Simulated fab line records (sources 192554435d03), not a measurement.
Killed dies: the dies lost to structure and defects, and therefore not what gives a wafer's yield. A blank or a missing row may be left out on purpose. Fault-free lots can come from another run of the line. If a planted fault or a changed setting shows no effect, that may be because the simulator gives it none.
Matching of chambers | flow n5-finfet | N5_FIN_SAQP_MANDREL_ETCH_58 on rie-si-03: 4 sister chambers
The step etches a-Si in HBr/Cl2, stops on SiNx, target depth 45 nm, bt time 10 s, time 27 s. 4 wafers are shown with their chamber, then 7 later ones without.

== WAFERS PAIRED WITH THEIR CHAMBERS ==
wafer  | chamber | drypump-motor-current-A (A)
L075.5 | 3       | 5.8
L090.1 | 1       | 6.2
L090.3 | 0       | 6.0
L093.4 | 2       | 5.4

== WAFERS WITH NO CHAMBER GIVEN ==
wafer  | drypump-motor-current-A (A)
L093.6 | 6.1
L095.2 | 5.7
L095.4 | 6.2
L095.5 | 6.1
L097.2 | 5.4
L097.3 | 5.8
L097.5 | 6.2

== EACH ONE'S CHAMBER ==
wafer  | from the rows above     | in truth
L093.6 | can't be placed: 0 or 1 | 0
L095.2 | 3                       | 3
L095.4 | 1                       | 1
L095.5 | can't be placed: 0 or 1 | 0
L097.2 | 2                       | 2
L097.3 | 3                       | 3
L097.5 | 1                       | 1
5 of 7 placed correctly. From these rows, 2 cannot be placed; in 2 the true chamber is one of the candidates. 0 placed wrongly.
How it was worked out, from the rows above alone: a wafer's distance from a chamber is the root of the sum, over the readings, of the square of ((its reading less the chamber's mean) divided by the reading's scatter). The wafer belongs to the nearest chamber; if the next one is less than 2 further off, it can't be placed. Each chamber's mean is taken over the wafers shown for it. The scatter: with one shown wafer a chamber, the root of the mean of the squares of how far each hidden wafer lies from its nearest shown one.
